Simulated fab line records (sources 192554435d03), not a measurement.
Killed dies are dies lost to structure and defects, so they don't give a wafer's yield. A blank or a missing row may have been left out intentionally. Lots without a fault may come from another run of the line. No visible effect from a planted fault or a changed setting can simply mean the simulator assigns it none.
Chamber matching || flow n5Finfet || 4 sister chambers for N5_HKMG_FIN_ETCH_86 on rieDiel-04
The step etches SOC in N2/H2, stops on TiN, target depth 393.2 nm. 14 wafers are shown with their chamber, then 7 later ones without.

EACH WAFER AND ITS CHAMBER
{"wafer": "L080.1", "chamber": 0, "showerheadPlenumPTorr (Torr)": 2.66, "rfVppV (V)": 241.2, "n2FlowSccm (sccm)": 200.0}
{"wafer": "L080.3", "chamber": 2, "showerheadPlenumPTorr (Torr)": 2.39, "rfVppV (V)": 238.7, "n2FlowSccm (sccm)": 200.7}
{"wafer": "L080.4", "chamber": 3, "showerheadPlenumPTorr (Torr)": 2.62, "rfVppV (V)": 242.7, "n2FlowSccm (sccm)": 199.0}
{"wafer": "L082.1", "chamber": 2, "showerheadPlenumPTorr (Torr)": 2.39, "rfVppV (V)": 238.2, "n2FlowSccm (sccm)": 199.8}
{"wafer": "L082.2", "chamber": 0, "showerheadPlenumPTorr (Torr)": 2.66, "rfVppV (V)": 240.9, "n2FlowSccm (sccm)": 200.1}
{"wafer": "L082.5", "chamber": 2, "showerheadPlenumPTorr (Torr)": 2.39, "rfVppV (V)": 238.1, "n2FlowSccm (sccm)": 200.0}
{"wafer": "L083.1", "chamber": 2, "showerheadPlenumPTorr (Torr)": 2.39, "rfVppV (V)": 237.9, "n2FlowSccm (sccm)": 200.8}
{"wafer": "L083.2", "chamber": 1, "showerheadPlenumPTorr (Torr)": 2.55, "rfVppV (V)": 240.8, "n2FlowSccm (sccm)": 200.4}
{"wafer": "L083.5", "chamber": 1, "showerheadPlenumPTorr (Torr)": 2.55, "rfVppV (V)": 241.4, "n2FlowSccm (sccm)": 199.9}
{"wafer": "L088.1", "chamber": 3, "showerheadPlenumPTorr (Torr)": 2.62, "rfVppV (V)": 242.6, "n2FlowSccm (sccm)": 199.1}
{"wafer": "L088.2", "chamber": 0, "showerheadPlenumPTorr (Torr)": 2.65, "rfVppV (V)": 243.3, "n2FlowSccm (sccm)": 198.9}
{"wafer": "L088.4", "chamber": 3, "showerheadPlenumPTorr (Torr)": 2.62, "rfVppV (V)": 242.2, "n2FlowSccm (sccm)": 199.3}
{"wafer": "L091.1", "chamber": 2, "showerheadPlenumPTorr (Torr)": 2.71, "rfVppV (V)": 242.9, "n2FlowSccm (sccm)": 199.4}
{"wafer": "L091.3", "chamber": 1, "showerheadPlenumPTorr (Torr)": 2.54, "rfVppV (V)": 242.0, "n2FlowSccm (sccm)": 200.1}

SIGNATURES, as means of the wafers listed above
{"reading": "showerheadPlenumPTorr", "chamber 0": 2.6567, "chamber 1": 2.5467, "chamber 2": 2.4540, "chamber 3": 2.6200, "scatter within a chamber": 0.0906}
{"reading": "rfVppV", "chamber 0": 241.800, "chamber 1": 241.400, "chamber 2": 239.160, "chamber 3": 242.500, "scatter within a chamber": 1.49}
{"reading": "n2FlowSccm", "chamber 0": 199.667, "chamber 1": 200.133, "chamber 2": 200.140, "chamber 3": 199.133, "scatter within a chamber": 0.499}
Rule: a wafer's distance from a chamber is the root of the sum, over the readings, of the square of ((its reading less the chamber's mean) divided by the reading's scatter). If the next closest chamber is less than 2 further off than the closest, the wafer can't be placed; otherwise it belongs to the closest. The scatter is the square root of a quotient: the sum, over the shown wafers, of each reading's squared deviation from its chamber's mean, divided by wafers minus chambers.

WAFERS WITH NO CHAMBER GIVEN
{"wafer": "L091.6", "showerheadPlenumPTorr (Torr)": 2.62, "rfVppV (V)": 240.0, "n2FlowSccm (sccm)": 199.7}
{"wafer": "L092.3", "showerheadPlenumPTorr (Torr)": 2.61, "rfVppV (V)": 243.4, "n2FlowSccm (sccm)": 200.6}
{"wafer": "L092.4", "showerheadPlenumPTorr (Torr)": 2.54, "rfVppV (V)": 241.1, "n2FlowSccm (sccm)": 199.5}
{"wafer": "L092.5", "showerheadPlenumPTorr (Torr)": 2.61, "rfVppV (V)": 242.5, "n2FlowSccm (sccm)": 200.6}
{"wafer": "L095.1", "showerheadPlenumPTorr (Torr)": 2.54, "rfVppV (V)": 240.8, "n2FlowSccm (sccm)": 200.2}
{"wafer": "L095.5", "showerheadPlenumPTorr (Torr)": 2.70, "rfVppV (V)": 243.5, "n2FlowSccm (sccm)": 200.9}
{"wafer": "L095.6", "showerheadPlenumPTorr (Torr)": 2.61, "rfVppV (V)": 239.8, "n2FlowSccm (sccm)": 198.8}

CHAMBER TAKEN BY EACH
{"wafer": "L091.6", "from the rows above": "can't be placed: 0 or 1 or 3 or 2", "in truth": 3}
{"wafer": "L092.3", "from the rows above": "can't be placed: 1 or 0 or 3 or 2", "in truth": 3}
{"wafer": "L092.4", "from the rows above": "can't be placed: 1 or 0 or 3 or 2", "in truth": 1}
{"wafer": "L092.5", "from the rows above": "can't be placed: 1 or 0 or 3 or 2", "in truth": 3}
{"wafer": "L095.1", "from the rows above": "can't be placed: 1 or 2 or 0", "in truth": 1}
{"wafer": "L095.5", "from the rows above": "can't be placed: 1 or 0 or 3 or 2", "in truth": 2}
{"wafer": "L095.6", "from the rows above": "can't be placed: 3 or 0 or 1 or 2", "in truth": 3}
Placed correctly: 0 of 7. These rows do not allow placing 7 (true chamber among the candidates in 7). 0 placed wrongly.
